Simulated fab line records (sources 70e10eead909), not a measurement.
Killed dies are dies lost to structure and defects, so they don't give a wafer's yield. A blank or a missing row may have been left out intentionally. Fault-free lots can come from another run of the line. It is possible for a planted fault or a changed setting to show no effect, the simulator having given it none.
fab line records + flow nand-harc
record:
- lots: 12
- wafers: 36
- last-day: 32
route steps=1302 shown A_CHANNEL_HOLE_D1@483 A_CHANNEL_FILL_D1@501 A_ONON_D2@551 END@1302
lots untouched by any fault: they come from a run of this same line in which no faults occurred
start-h: hours from the record's opening day to when the first of the lot's shown wafers began + wait-h: hours since the lot's step before + " as in the row above + L1.1+2: one row covering several wafers at once + - no value, or no start was given + * or withheld: withheld + < > ~ a bound
route shown NAME@n: a module of which the file shows steps, and the number in the route of the first + usual: average and standard deviation across the fault-free wafers + same: alike in all rows + chamber/n: place in a boat + sites: each site's reading + _std_site: the standard deviation of these + _edge_site: the outer-site mean with the inner-site mean subtracted + radius-mm: for every site, how far away it sits from the centre of the wafer + mask NAME#n: copy n + behind: tool/chamber where the wafer was last shaped + hold: what put the lot on hold/how long, in hours/how the hold closed + device: whichever transistor did not switch (one of n, p or np) + end of line: at the end of the route, the tests of the same wafers + a step given without rows: its recipe and nothing more + killed: dies that structure and defects cost at the first sort, which is not the same as the wafer's yield + map: shows each die of a wafer: x if killed, . if not, _ if none is there
set.NAME: the run value of the setting; set.NAME@STEP: its run value at that earlier step + model.NAME: the simulator's own value behind a step, which no gauge read
route steps across a sampled set of lots; one table per step, one row per wafer
services: the hour from which a tool's chamber was out of use, counted from the record's first day as start-h (under 0 if before that day), plus the number of hours and why
== steps ==
step: NHARC_A_CHANNEL_HOLE_D1_ETCH_44
recipe:
- target-depth-a: 1400
- overetch-a: 140
- time-s: 77
- ion-energy-ev: 100
- cf4-flow-sccm: 80
- o2-flow-sccm: 20
- ar-flow-sccm: 0
- rf-w: 300
- bias-w: 100
- chemistry: CF4/O2
usual:
- cf4-flow-sccm: 79.96/0.23
- drypump-motor-current-A: 6.0/0.56
- oes-product-au: 0.993/0.013
- rf-vpp-V: 198.5/1.2
- showerhead-plenum-p-Torr: 1.37/0.046
- throttle-valve-pct: 13.396/0.0091
| lot.wafer | tool        | chamber | start-h | wait-h | cf4-flow-sccm | drypump-motor-current-A | oes-product-au | rf-hours-counter-h | rf-vpp-V | showerhead-plenum-p-Torr | throttle-valve-pct |
|-----------|-------------|---------|---------|--------|---------------|-------------------------|----------------|--------------------|----------|--------------------------|--------------------|
| L509.4    | rie-diel-09 | 2       | 189.20  | 0.1    | 79.78         | 5.8                     | 0.986          | 5                  | 200.5    | 1.42                     | 13.390             |
| L509.2    | "           | 3       | "       | "      | 79.87         | 6.8                     | 1.004          | 5                  | 196.9    | 1.33                     | 13.396             |
| L509.5    | "           | 2       | "       | "      | 80.08         | 5.8                     | 0.994          | -                  | 199.9    | 1.42                     | 13.386             |
| L511.4    | rie-diel-09 | 2       | 200.60  | 0.1    | 79.54         | 5.8                     | 0.984          | 6                  | 199.0    | 1.42                     | 13.406             |
| L511.1    | "           | 3       | "       | "      | 79.86         | 6.8                     | 1.007          | 6                  | 196.8    | 1.33                     | 13.408             |
| L511.6    | "           | 2       | "       | "      | 80.02         | 5.8                     | 0.976          | -                  | 198.1    | 1.42                     | 13.393             |
| L512.3    | rie-diel-09 | 3       | 207.47  | 0.1    | 80.25         | 6.8                     | 1.008          | 7                  | 198.6    | 1.33                     | 13.395             |
| L512.2    | "           | 2       | "       | "      | 80.47         | 5.8                     | 0.980          | 7                  | 199.8    | 1.42                     | 13.387             |
| L512.6    | "           | 0       | "       | "      | 79.59         | 6.0                     | 0.994          | -                  | 198.2    | 1.36                     | 13.400             |
| L510.4    | rie-diel-09 | 3       | 218.44  | 0.1    | 79.73         | 6.8                     | 1.009          | 7                  | 198.3    | 1.33                     | 13.388             |
| L510.3    | "           | 0       | "       | "      | 79.89         | 6.1                     | 1.014          | 7                  | 199.1    | 1.36                     | 13.404             |
| L510.5    | "           | 3       | "       | "      | 79.62         | 6.8                     | 1.006          | -                  | 198.1    | 1.33                     | 13.382             |
| L513.3    | rie-diel-09 | 3       | 225.38  | 0.1    | 79.92         | 6.8                     | 0.992          | 8                  | 198.2    | 1.33                     | 13.399             |
| L513.1    | "           | 1       | "       | "      | 80.10         | 6.2                     | 0.981          | 8                  | 198.4    | 1.40                     | 13.405             |
| L513.5    | "           | 0       | "       | "      | 79.73         | 6.1                     | 0.997          | -                  | 198.3    | 1.36                     | 13.373             |
| L516.2    | rie-diel-09 | 2       | 257.75  | 0.1    | 80.07         | 5.8                     | 0.980          | 10                 | 200.7    | 1.42                     | 13.412             |
| L516.1    | "           | 0       | "       | "      | 79.99         | 6.1                     | 0.992          | 10                 | 198.0    | 1.36                     | 13.400             |
| L516.6    | "           | 1       | "       | "      | 79.83         | 6.2                     | 0.975          | -                  | 197.9    | 1.40                     | 13.402             |
| L518.1    | rie-diel-09 | 3       | 274.02  | 0.1    | 80.12         | 6.8                     | 0.995          | 11                 | 197.1    | 1.33                     | 13.402             |
| L518.3    | "           | 0       | "       | "      | 80.29         | 6.1                     | 0.979          | 11                 | 197.9    | 1.36                     | 13.380             |
| L518.6    | "           | 2       | "       | "      | 79.92         | 5.8                     | 0.983          | -                  | 200.0    | 1.42                     | 13.400             |
| L519.3    | rie-diel-07 | 1       | 290.37  | 0.1    | 80.50         | 5.7                     | 1.010          | 2                  | 200.6    | 1.44                     | 13.376             |
| L519.2    | "           | 3       | "       | "      | 80.09         | 4.7                     | 1.007          | 2                  | 197.0    | 1.29                     | 13.409             |
| L519.6    | "           | 1       | "       | "      | 80.31         | 5.7                     | 1.001          | -                  | 199.9    | 1.44                     | 13.409             |
| L520.2    | rie-diel-09 | 2       | 294.74  | 0.1    | 79.71         | 5.7                     | 0.986          | 13                 | 200.4    | 1.42                     | 13.390             |
| L520.3    | "           | 3       | "       | "      | 80.16         | 6.8                     | 0.999          | 12                 | 197.2    | 1.33                     | 13.401             |
| L520.1    | "           | 0       | "       | "      | 79.57         | 6.0                     | 0.998          | 13                 | 200.3    | 1.36                     | 13.396             |
| L523.4    | rie-diel-09 | 2       | 320.68  | 0.1    | 80.28         | 5.7                     | 1.007          | 1                  | 200.6    | 1.42                     | 13.402             |
| L523.3    | "           | 0       | "       | "      | 79.81         | 6.0                     | 0.997          | 1                  | 197.2    | 1.36                     | 13.404             |
| L523.6    | "           | 1       | "       | "      | 79.47         | 6.2                     | 0.980          | -                  | 199.6    | 1.40                     | 13.384             |
| L524.1    | rie-diel-09 | 0       | 337.05  | 0.1    | 80.42         | 6.1                     | 0.991          | 4                  | 197.8    | 1.36                     | 13.383             |
| L524.5    | "           | 3       | "       | "      | 80.29         | 6.8                     | 0.994          | -                  | 197.7    | 1.32                     | 13.398             |
| L524.6    | "           | 0       | "       | "      | 79.91         | 6.1                     | 0.998          | -                  | 197.8    | 1.36                     | 13.408             |
| L530.2    | rie-diel-09 | 1       | 387.57  | 0.1    | 79.75         | 6.2                     | 0.973          | 7                  | 200.6    | 1.40                     | 13.403             |
| L530.3    | "           | 2       | "       | "      | 80.09         | 5.7                     | 0.998          | 7                  | 198.8    | 1.42                     | 13.402             |
| L530.1    | "           | 3       | "       | "      | 79.82         | 6.8                     | 1.002          | 7                  | 198.2    | 1.32                     | 13.383             |
step: NHARC_A_CHANNEL_FILL_D1_STRIP_28
recipe:
- time-s: 20
- o2-flow-sccm: 500
- ar-flow-sccm: 0
- bias-w: 0
- chemistry: O2
usual:
- drypump-motor-current-A: 5.5/0.36
- oes-product-au: 1.001/0.011
- rf-vpp-V: 57.8/0.83
- showerhead-plenum-p-Torr: 3.56/0.14
- throttle-valve-pct: 17.035/0.008
| lot.wafer | tool        | chamber | start-h | wait-h | drypump-motor-current-A | oes-product-au | rf-hours-counter-h | rf-vpp-V | showerhead-plenum-p-Torr | throttle-valve-pct |
|-----------|-------------|---------|---------|--------|-------------------------|----------------|--------------------|----------|--------------------------|--------------------|
| L509.4    | rie-diel-03 | 1       | 215.02  | 0.1    | 5.2                     | 1.004          | 7                  | 56.4     | 3.74                     | 17.036             |
| L509.2    | "           | 3       | "       | "      | 5.5                     | 1.003          | 7                  | 58.7     | 3.49                     | 17.030             |
| L509.5    | "           | 1       | "       | "      | 5.2                     | 1.016          | -                  | 58.9     | 3.74                     | 17.032             |
| L511.1    | rie-diel-04 | 3       | 226.15  | 0.1    | 4.8                     | 1.013          | 4                  | 56.7     | 3.40                     | 17.035             |
| L511.4    | "           | 2       | "       | "      | 5.8                     | 1.009          | 4                  | 56.5     | 3.37                     | 17.042             |
| L511.6    | "           | 0       | "       | "      | 5.2                     | 1.013          | -                  | 57.0     | 3.56                     | 17.033             |
| L512.3    | rie-diel-12 | 2       | 241.36  | 0.1    | 5.8                     | 1.001          | 11                 | 58.9     | 3.73                     | 17.015             |
| L512.2    | "           | 3       | "       | "      | 5.9                     | 1.004          | 12                 | 60.1     | 3.69                     | 17.027             |
| L512.6    | "           | 1       | "       | "      | 5.5                     | 0.998          | -                  | 57.7     | 3.70                     | 17.034             |
| L510.3    | rie-diel-04 | 3       | 248.10  | 0.1    | 4.8                     | 1.001          | 5                  | 57.6     | 3.40                     | 17.029             |
| L510.4    | "           | 1       | "       | "      | 6.0                     | 0.995          | 4                  | 58.1     | 3.42                     | 17.036             |
| L510.5    | "           | 0       | "       | "      | 5.2                     | 1.005          | -                  | 58.2     | 3.56                     | 17.011             |
| L513.3    | rie-diel-04 | 0       | 251.45  | 0.1    | 5.2                     | 1.014          | 3                  | 59.1     | 3.56                     | 17.041             |
| L513.1    | "           | 1       | "       | "      | 6.0                     | 1.005          | 4                  | 57.2     | 3.42                     | 17.032             |
| L513.5    | "           | 2       | "       | "      | 5.7                     | 1.008          | -                  | 56.6     | 3.37                     | 17.040             |
| L516.2    | rie-diel-12 | 3       | 288.27  | 0.1    | 5.9                     | 0.997          | 3                  | 58.0     | 3.69                     | 17.032             |
| L516.1    | "           | 1       | "       | "      | 5.5                     | 0.993          | 3                  | 57.9     | 3.70                     | 17.028             |
| L516.6    | "           | 3       | "       | "      | 5.9                     | 0.997          | -                  | 58.8     | 3.69                     | 17.048             |
| L518.1    | rie-diel-12 | 3       | 297.00  | 0.1    | 5.9                     | 0.995          | 4                  | 56.8     | 3.69                     | 17.041             |
| L518.3    | "           | 0       | "       | "      | 5.6                     | 1.000          | 3                  | 57.5     | 3.47                     | 17.036             |
| L518.6    | "           | 3       | "       | "      | 5.9                     | 1.007          | -                  | 57.3     | 3.69                     | 17.027             |
| L520.2    | rie-diel-12 | 0       | 317.16  | 0.1    | 5.6                     | 0.998          | 4                  | 56.4     | 3.47                     | 17.042             |
| L520.3    | "           | 2       | "       | "      | 5.8                     | 0.998          | 5                  | 58.2     | 3.72                     | 17.027             |
| L520.1    | "           | 3       | "       | "      | 5.9                     | 1.002          | 5                  | 58.1     | 3.69                     | 17.030             |
| L519.2    | rie-diel-03 | 2       | 317.16  | 0.1    | 5.2                     | 1.004          | 2                  | 57.4     | 3.58                     | 17.037             |
| L519.3    | "           | 3       | "       | "      | 5.5                     | 1.007          | 2                  | 57.1     | 3.48                     | 17.034             |
| L519.6    | "           | 1       | "       | "      | 5.2                     | 1.013          | -                  | 57.7     | 3.74                     | 17.042             |
| L523.3    | rie-diel-04 | 2       | 346.04  | 0.1    | 5.8                     | 1.023          | 0                  | 57.2     | 3.37                     | 17.040             |
| L523.4    | "           | 1       | "       | "      | 5.9                     | 1.010          | 0                  | 57.1     | 3.42                     | 17.040             |
| L523.6    | "           | 3       | "       | "      | 4.8                     | 1.011          | -                  | 58.9     | 3.40                     | 17.034             |
| L524.1    | rie-diel-12 | 3       | 364.87  | 0.1    | 5.9                     | 1.004          | 8                  | 58.1     | 3.69                     | 17.035             |
| L524.5    | "           | 0       | "       | "      | 5.6                     | 0.998          | -                  | 57.7     | 3.47                     | 17.037             |
| L524.6    | "           | 1       | "       | "      | 5.5                     | 1.000          | -                  | 58.5     | 3.70                     | 17.029             |
| L530.2    | rie-diel-12 | 2       | 413.10  | 0.1    | 5.7                     | 0.979          | 11                 | 57.4     | 3.72                     | 17.025             |
| L530.1    | "           | 3       | "       | "      | 5.9                     | 0.996          | 12                 | 58.1     | 3.69                     | 17.046             |
| L530.3    | "           | 1       | "       | "      | 5.5                     | 0.994          | 11                 | 57.3     | 3.70                     | 17.029             |
step: NHARC_A_CHANNEL_FILL_D1_ETCHBACK_08
recipe:
- target-depth-a: 2200
- time-s: 110
- c4f8-flow-sccm: 20
- ar-flow-sccm: withheld
- rf-w: 600
- bias-w: 300
- chemistry: C4F8
usual:
- oes-product-au: 0.94/0.034
- rf-vpp-V: 441.5/2.6
| lot.wafer | tool        | chamber | start-h | wait-h | oes-product-au | rf-hours-counter-h | rf-vpp-V |
|-----------|-------------|---------|---------|--------|----------------|--------------------|----------|
| L509.4    | rie-diel-12 | 2       | -       | -      | 0.92           | 10.7               | 443.8    |
| L509.2    | "           | 1       | "       | "      | 0.92           | 9.1                | 444.3    |
| L509.5    | "           | 3       | "       | "      | 0.92           | -                  | 444.3    |
| L511.1    | rie-diel-04 | 2       | -       | -      | 0.93           | 4.1                | 436.5    |
| L511.4    | "           | 3       | "       | "      | 0.93           | 4.2                | 439.1    |
| L511.6    | "           | 2       | "       | "      | 0.93           | -                  | 438.7    |
| L512.3    | rie-diel-12 | 3       | -       | -      | 0.99           | 0.0                | 444.3    |
| L512.2    | "           | 0       | "       | "      | 1.00           | 0.1                | 438.8    |
| L512.6    | "           | 2       | "       | "      | 0.99           | -                  | 442.4    |
| L510.4    | rie-diel-04 | 1       | -       | -      | 0.91           | 4.4                | 438.9    |
| L510.3    | "           | 2       | "       | "      | 0.94           | 5.1                | 438.5    |
| L510.5    | "           | 3       | "       | "      | 0.93           | -                  | 438.7    |
| L513.3    | rie-diel-12 | 1       | -       | -      | 1.00           | 1.2                | 443.4    |
| L513.1    | "           | 0       | "       | "      | 0.99           | 1.0                | 439.7    |
| L513.5    | "           | 1       | "       | "      | 0.99           | -                  | 442.3    |
| L516.2    | rie-diel-12 | 3       | -       | -      | 0.91           | 4.1                | 444.4    |
| L516.1    | "           | 1       | "       | "      | 0.92           | 4.1                | 443.8    |
| L516.6    | "           | 3       | "       | "      | 0.91           | -                  | 443.4    |
| L518.1    | rie-diel-12 | 2       | -       | -      | 0.92           | 4.8                | 444.5    |
| L518.3    | "           | 3       | "       | "      | 0.93           | 4.6                | 444.7    |
| L518.6    | "           | 3       | "       | "      | 0.92           | -                  | 445.2    |
| L520.1    | rie-diel-12 | 2       | -       | -      | 0.93           | 6.4                | 444.6    |
| L520.2    | "           | 0       | "       | "      | 0.94           | 6.0                | 440.3    |
| L520.3    | "           | 1       | "       | "      | 0.94           | 6.4                | 445.6    |
| L519.3    | rie-diel-03 | 3       | -       | -      | 0.92           | 2.0                | 440.1    |
| L519.2    | "           | 0       | "       | "      | 0.91           | 2.5                | 442.5    |
| L519.6    | "           | 2       | "       | "      | 0.92           | -                  | 439.5    |
| L523.4    | rie-diel-12 | 3       | -       | -      | 0.99           | 8.3                | 445.3    |
| L523.3    | "           | 1       | "       | "      | 0.99           | 8.2                | 445.5    |
| L523.6    | "           | 2       | "       | "      | 0.99           | -                  | 445.4    |
| L524.1    | rie-diel-03 | 0       | -       | -      | 0.91           | 4.6                | 442.1    |
| L524.5    | "           | 0       | "       | "      | 0.91           | -                  | 441.3    |
| L524.6    | "           | 1       | "       | "      | 0.94           | -                  | 444.1    |
| L530.1    | rie-diel-03 | 0       | -       | -      | 0.91           | 8.3                | 443.2    |
| L530.2    | "           | 1       | "       | "      | 0.93           | 8.1                | 445.7    |
| L530.3    | "           | 2       | "       | "      | 0.91           | 6.2                | 440.4    |
step: NHARC_A_ONON_D2_DEP_09
recipe:
- target-thk-a: 10000
- n2-flow-sccm: 2750
- n2o-flow-sccm: 2000
- nh3-flow-sccm: 500
- sih4-flow-sccm: 210
- temp-c: 400
usual:
- susceptor-temp-C: 400.00/0.21
| lot.wafer | tool          | chamber | start-h | wait-h | susceptor-temp-C |
|-----------|---------------|---------|---------|--------|------------------|
| L509.2    | pecvd-onon-04 | 0       | 275.00  | 0.1    | 400.03           |
| L509.4    | "             | 0       | "       | "      | 400.19           |
| L509.5    | "             | 0       | "       | "      | 399.90           |
| L511.1    | pecvd-onon-04 | 0       | 286.32  | 0.1    | 399.62           |
| L511.4    | "             | 0       | "       | "      | 399.87           |
| L511.6    | "             | 0       | "       | "      | 400.20           |
| L512.2    | pecvd-onon-04 | 0       | 300.85  | 0.1    | 400.11           |
| L512.3    | "             | 0       | "       | "      | 400.05           |
| L512.6    | "             | 0       | "       | "      | 400.20           |
| L510.3    | pecvd-onon-03 | 0       | 311.15  | 0.2    | 400.12           |
| L510.4    | "             | 0       | "       | "      | 400.52           |
| L510.5    | "             | 0       | "       | "      | 400.28           |
| L513.1    | pecvd-onon-03 | 0       | 314.12  | 0.1    | 400.07           |
| L513.3    | "             | 0       | "       | "      | 399.72           |
| L513.5    | "             | 0       | "       | "      | 399.70           |
| L516.1    | pecvd-onon-04 | 0       | 346.97  | 0.1    | 400.17           |
| L516.2    | "             | 0       | "       | "      | 400.23           |
| L516.6    | "             | 0       | "       | "      | 400.28           |
| L518.1    | pecvd-onon-04 | 0       | 359.53  | 0.1    | 399.82           |
| L518.3    | "             | 0       | "       | "      | 399.54           |
| L518.6    | "             | 0       | "       | "      | 399.41           |
| L520.1    | pecvd-onon-02 | 0       | 378.56  | 0.1    | 400.20           |
| L520.2    | "             | 0       | "       | "      | 400.00           |
| L520.3    | "             | 0       | "       | "      | 399.78           |
| L519.2    | pecvd-onon-04 | 0       | 378.61  | 0.1    | 399.83           |
| L519.3    | "             | 0       | "       | "      | 400.18           |
| L519.6    | "             | 0       | "       | "      | 400.04           |
| L523.3    | pecvd-onon-02 | 0       | 406.44  | 0.2    | 399.77           |
| L523.4    | "             | 0       | "       | "      | 400.13           |
| L523.6    | "             | 0       | "       | "      | 400.07           |
| L524.1    | pecvd-onon-03 | 0       | 421.35  | 0.1    | 400.04           |
| L524.5    | "             | 0       | "       | "      | 399.85           |
| L524.6    | "             | 0       | "       | "      | 400.17           |
| L530.1    | pecvd-onon-03 | 0       | 476.42  | 0.2    | 400.08           |
| L530.2    | "             | 0       | "       | "      | 399.85           |
| L530.3    | "             | 0       | "       | "      | 400.10           |
step: NHARC_A_ONON_D2_THK_MEAS_11
recipe:
- thk-meas-gauge: ellipsometry
usual:
- thk-nm: 994/12
| lot.wafer | tool          | chamber | start-h | wait-h | thk-nm |
|-----------|---------------|---------|---------|--------|--------|
| L509.2    | film-metro-01 | -       | 275.45  | -      | 991    |
| L509.4    | "             | -       | "       | "      | 989    |
| L509.5    | "             | -       | "       | "      | 992    |
| L511.1    | film-metro-02 | -       | 286.83  | -      | 986    |
| L511.4    | "             | -       | "       | "      | 987    |
| L511.6    | "             | -       | "       | "      | 986    |
| L512.2    | film-metro-01 | -       | 301.31  | -      | 1011   |
| L512.3    | "             | -       | "       | "      | 1010   |
| L512.6    | "             | -       | "       | "      | 1011   |
| L510.3    | film-metro-02 | -       | 311.55  | -      | 973    |
| L510.4    | "             | -       | "       | "      | 974    |
| L510.5    | "             | -       | "       | "      | 974    |
| L513.1    | film-metro-02 | -       | 314.63  | -      | 1012   |
| L513.3    | "             | -       | "       | "      | 1014   |
| L513.5    | "             | -       | "       | "      | 1013   |
| L516.1    | film-metro-01 | -       | 347.48  | -      | 1528   |
| L516.2    | "             | -       | "       | "      | 1525   |
| L516.6    | "             | -       | "       | "      | 1526   |
| L518.1    | film-metro-01 | -       | 360.04  | -      | 1487   |
| L518.3    | "             | -       | "       | "      | 1488   |
| L518.6    | "             | -       | "       | "      | 1486   |
| L519.2    | film-metro-01 | -       | 379.06  | -      | 1514   |
| L519.3    | "             | -       | "       | "      | 1512   |
| L519.6    | "             | -       | "       | "      | 1516   |
| L520.1    | film-metro-02 | -       | 379.07  | -      | 1007   |
| L520.2    | "             | -       | "       | "      | 1007   |
| L520.3    | "             | -       | "       | "      | 1006   |
| L523.3    | film-metro-01 | -       | 406.84  | -      | 984    |
| L523.4    | "             | -       | "       | "      | 982    |
| L523.6    | "             | -       | "       | "      | 985    |
| L524.1    | film-metro-02 | -       | 421.86  | -      | 998    |
| L524.5    | "             | -       | "       | "      | 998    |
| L524.6    | "             | -       | "       | "      | 1000   |
| L530.1    | film-metro-02 | -       | 476.94  | -      | 998    |
| L530.2    | "             | -       | "       | "      | 997    |
| L530.3    | "             | -       | "       | "      | 998    |
step: NHARC_END_SORT_01
recipe:
- temp-c: 25
usual:
- killed-at-array: 62/18
- killed-at-other: 0.9/1.2
- killed-at-periphery: 4.2/2.9
- killed-dies: 67/17
- killed-open: 3.6/1.9
- killed-short: 2.5/1.6
same:
- gross-dies: 677
| lot.wafer | tool      | chamber | start-h | wait-h | killed-at-array | killed-at-other | killed-at-periphery | killed-dies | killed-open | killed-short |
|-----------|-----------|---------|---------|--------|-----------------|-----------------|---------------------|-------------|-------------|--------------|
| L516.1    | prober-02 | 0       | 637.62  | 2.5    | 675             | 1               | 1                   | 677         | 3           | 0            |
| L516.2    | prober-02 | 0       | 638.42  | 2.8    | 671             | 3               | 3                   | 677         | 3           | 7            |
| L516.6    | prober-02 | 0       | 641.63  | 4.0    | 673             | 0               | 4                   | 677         | 2           | 4            |
| L518.1    | prober-01 | 0       | 647.54  | 2.5    | 672             | 2               | 3                   | 677         | 1           | 3            |
| L518.3    | prober-01 | 0       | 649.15  | 3.1    | 666             | 4               | 7                   | 677         | 2           | 1            |
| L518.6    | prober-01 | 0       | 651.58  | 4.0    | 669             | 1               | 7                   | 677         | 0           | 2            |
killed by level:class
L516.1 A_ONON_D2:area-dep=617 A_CHANNEL_HOLE_D1:chamber-film-flake=32 A_CHANNEL_HOLE_D2:chamber-film-flake=16 A_CHANNEL_FILL_D1:geometric-particle:open=2 A_DECK1_JOINT:chamber-film-flake=2 A_SLIT:chamber-film-flake=2 A_ONON_D2:geometric-particle:open=1 P_ZERO_WELL:chamber-film-flake=1
L516.2 A_ONON_D2:area-dep=618 A_CHANNEL_HOLE_D1:chamber-film-flake=23 A_CHANNEL_HOLE_D2:chamber-film-flake=16 A_M0:geometric-particle:short=2 A_SLIT:chamber-film-flake=2 A_CONTACT:chamber-film-flake=2 THIN_TSV:chamber-film-flake=2 P_M1:geometric-particle:open=1
L516.6 A_ONON_D2:area-dep=622 A_CHANNEL_HOLE_D1:chamber-film-flake=28 A_CHANNEL_HOLE_D2:chamber-film-flake=16 A_DECK1_JOINT:chamber-film-flake=2 A_CONTACT:chamber-film-flake=2 P_STI:geometric-particle:short=1 P_M0:geometric-particle:short=1 P_M1:geometric-particle:open=1
L518.1 A_ONON_D2:area-dep=611 A_SLIT:chamber-film-flake=19 A_CHANNEL_HOLE_D1:chamber-film-flake=13 A_CHANNEL_HOLE_D2:chamber-film-flake=12 A_CONTACT:chamber-film-flake=4 P_STI:chamber-film-flake=3 A_SGD_CUT:chamber-film-flake=3 A_CHANNEL_FILL_D1:chamber-film-flake=2
L518.3 A_ONON_D2:area-dep=604 A_SLIT:chamber-film-flake=23 A_CHANNEL_HOLE_D2:chamber-film-flake=13 A_CHANNEL_HOLE_D1:chamber-film-flake=9 A_SGD_CUT:chamber-film-flake=6 P_STI:chamber-film-flake=5 A_CONTACT:chamber-film-flake=5 THIN_TSV:chamber-film-flake=4
L518.6 A_ONON_D2:area-dep=621 A_SLIT:chamber-film-flake=24 A_CHANNEL_HOLE_D2:chamber-film-flake=9 P_STI:chamber-film-flake=4 A_CHANNEL_HOLE_D1:chamber-film-flake=4 A_SGD_CUT:chamber-film-flake=4 P_GATE:chamber-film-flake=2 A_WL_FILL:chamber-film-flake=2
== services ==
| tool          | chamber | start-h | hours | kind   |
|---------------|---------|---------|-------|--------|
| rie-diel-09   | 2       | 167.10  | 1.4   | repair |
| rie-diel-04   | 0       | 175.26  | 10.0  | repair |
| rie-diel-03   | 0       | 181.70  | 4.5   | repair |
| pecvd-onon-03 | -       | 203.00  | 13.0  | pm     |
| rie-diel-12   | 1       | 212.28  | 13.5  | repair |
| rie-diel-04   | -       | 230.46  | 1.1   | repair |
| rie-diel-03   | -       | 235.25  | 2.3   | repair |
| rie-diel-12   | -       | 244.40  | 9.0   | pm     |
| rie-diel-03   | -       | 257.30  | 9.0   | pm     |
| pecvd-onon-04 | -       | 287.19  | 13.0  | pm     |
| rie-diel-09   | -       | 296.18  | 9.0   | pm     |
| rie-diel-12   | 2       | 309.07  | 2.7   | repair |
| rie-diel-04   | -       | 330.90  | 9.0   | pm     |
| rie-diel-12   | 1       | 342.68  | 2.5   | repair |
| rie-diel-03   | -       | 377.16  | 0.4   | repair |
| pecvd-onon-03 | -       | 384.00  | 13.0  | pm     |
| rie-diel-04   | 3       | 405.35  | 14.3  | repair |
| rie-diel-12   | -       | 421.40  | 9.0   | pm     |
| rie-diel-03   | -       | 434.30  | 9.0   | pm     |
| rie-diel-04   | 2       | 449.60  | 5.0   | repair |
| pecvd-onon-04 | -       | 450.25  | 0.2   | repair |
| rie-diel-04   | 3       | 453.37  | 4.6   | repair |
| pecvd-onon-04 | -       | 468.19  | 13.0  | pm     |
| rie-diel-09   | -       | 473.18  | 9.0   | pm     |
== key ==
first-sign:
- step: NHARC_A_ONON_D2_THK_MEAS_11
- reading: thk-nm
- direction: up
- sigmas: 44
- usual: 994
- struck: 1509
effect:
- step: NHARC_END_SORT_01
- reading: killed-dies
- direction: up
- sigmas: 35
- usual: 67
- struck: 677
more-kills-born-at:
- NHARC_A_ONON_D2_DEP_09@pecvd-onon-04: 3693
met-at NHARC_A_ONON_D2_DEP_09
struck-lots L516,L518,L519
rows-end L519.2,L519.3,L519.6
later-rows-left-out L516.1,L516.2,L516.6,L518.1,L518.3,L518.6
tester-left-out L516,L518
not-acting-at NHARC_A_CHANNEL_HOLE_D1_ETCH_44,NHARC_A_CHANNEL_FILL_D1_STRIP_28,NHARC_A_CHANNEL_FILL_D1_ETCHBACK_08
onset-between 300.85 346.97
fault:
- kind: process-parameter-drift
- tool: pecvd-onon-04
- chamber: -
- onset-h: 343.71
- steps: NHARC_A_ONON_D2_DEP_09
- channel: target-thk-a
- offset: *
- shape: step
- acts-in: *
- stated: *
tester-left-out: of these lots the tester's yield and bins aren't shown, on N5 and GAA mostly nor the transistor test; their killed dies are dies lost to structure and defects alone, not to doping, threshold or leakage, so they don't give the yield
later-rows-left-out: the simulator's readings of these wafers behind a module that went badly wrong aren't trusted and aren't shown, but for the sort
rows-end: these wafers met a further fault down the route, and their rows from its step on are left out
